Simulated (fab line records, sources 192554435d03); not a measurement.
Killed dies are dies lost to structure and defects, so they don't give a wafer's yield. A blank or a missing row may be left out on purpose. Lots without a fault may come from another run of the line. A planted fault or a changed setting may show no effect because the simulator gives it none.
Split-lot experiment | flow n5_finfet | 7 lots, 21 wafers read, on a route of 1938 steps

THE SPLIT
At N5_BEOL_M4_DESCUM_16 (chemistry O2, time 7 s), the setting time_s was moved away from the recipe's 7 s on 6 of the 21 wafers read, by -13.2% to +13.6%. The other wafers ran this setting at the recipe's value.

The reading is taken at the split's own step.

THE READING
CAR-EUV_of_BEOL_M4_COAT_05.thk_nm (the simulator's own value, which no gauge read), in nm, at N5_BEOL_M4_DESCUM_16 (chemistry O2, time 7 s). The file gives no usual value for it. The 15 wafers here that ran the recipe average 26.0 nm, standard deviation 0.08 nm.

wafer  | tool, chamber at the split | time_s as run, s | against the recipe | CAR-EUV_of_BEOL_M4_COAT_05.thk_nm, nm | against lot-mates on the recipe
L074.3 | rie_diel-05, 0             | 7                | recipe             | 26                                    | -
L074.5 | rie_diel-05, 2,3           | 7                | recipe             | 26.2                                  | -
L074.6 | rie_diel-05, 2,3           | 7                | recipe             | 26.2                                  | -
L081.1 | rie_diel-05, 2,3,2         | 7                | recipe             | 26                                    | -
L081.2 | rie_diel-05, 2,3,2         | 7                | recipe             | 26                                    | -
L081.6 | rie_diel-05, 2,3,2         | 7                | recipe             | 26                                    | -
L082.2 | rie_diel-02, 1,3           | 7                | recipe             | 26                                    | -
L082.4 | rie_diel-02, 1,3           | 7                | recipe             | 26                                    | -
L082.3 | rie_diel-02, 0             | 7                | recipe             | 26.2                                  | -
L089.2 | rie_diel-06, 0,2,2         | 7                | recipe             | 26                                    | -
L089.4 | rie_diel-06, 0,2,2         | 7                | recipe             | 26                                    | -
L089.6 | rie_diel-06, 0,2,2         | 7                | recipe             | 26                                    | -
L092.1 | rie_diel-02, 2,0           | 7.953            | +13.6%             | 25.4                                  | -0.6
L092.5 | rie_diel-02, 2,0           | 7.953            | +13.6%             | 25.4                                  | -0.6
L092.3 | rie_diel-02, 0             | 7                | recipe             | 26                                    | -
L093.2 | rie_diel-06, 2,0           | 6.075            | -13.2%             | 26.6                                  | +0.6
L093.6 | rie_diel-06, 2,0           | 6.075            | -13.2%             | 26.6                                  | +0.6
L093.4 | rie_diel-06, 3             | 7                | recipe             | 26                                    | -
L096.1 | rie_diel-02, 3             | 7.62             | +8.9%              | 25.8                                  | -0.2
L096.5 | rie_diel-02, 3             | 7                | recipe             | 26                                    | -
L096.6 | rie_diel-02, 2             | 7.62             | +8.9%              | 25.6                                  | -0.4
Where a row lists several chambers, the file gives one row for several wafers and doesn't say which wafer went through which chamber.

THE FIT
A straight line over all 21 wafers: CAR-EUV_of_BEOL_M4_COAT_05.thk_nm changes by -0.0436 nm for each +1% of time_s; r = -0.96; the points scatter about the line by 0.081 nm.
The same after taking each lot's own level away (the mean of its wafers on the recipe; 21 wafers): -0.043 nm for each +1%; r = -0.97; scatter 0.068 nm.
On that fit, the largest move of time_s shifts the reading by 0.59 nm.
The lots' own levels span 26.00 to 26.13 nm, that is 1.7 times the standard deviation above.
So the lot-to-lot level changes the slope little: the two slopes agree.
Check: with one of the wafers moved furthest among these (+13.6%) left out of the fit, the line predicts -0.568 nm for it against its lot-mates. It came out at -0.6 nm against them.

OTHER SPLITS ON THESE WAFERS
These wafers also went through other splits before the reading. Each is held against what the fit with the lots' levels taken away leaves over:
other split on the same wafers            | wafers away from the commonest value | r with CAR-EUV_of_BEOL_M4_COAT_05.thk_nm (lot level and that fit taken away)
N5_BEOL_M0_SAQP_SPACER1_ALD_98 ald_cycles | 6                                    | -0.03
N5_BEOL_M0_SAQP_ETCH_106 target_depth_a   | 10                                   | +0.01
N5_BEOL_M0_ETCH_128 source_w              | 3                                    | -0.09
N5_BEOL_M1_ETCH_64 bias_w                 | 7                                    | -0.05
N5_BEOL_M2_ETCH_64 bias_w                 | 11                                   | +0.14
N5_BEOL_M2_COAT_22 spin_rpm               | 9                                    | +0.05
N5_BEOL_M3_ILD_DEP_00 time_s              | 6                                    | -0.36
N5_BEOL_M3_VIA_ETCH_34 bias_w             | 8                                    | +0.17
N5_BEOL_M4_COAT_73 spin_rpm               | 4                                    | +0.20

THE FILE'S OWN FIT
CAR-EUV_of_BEOL_M4_COAT_05.thk_nm changes by -0.0428 nm for each +1% of time_s, r = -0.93.
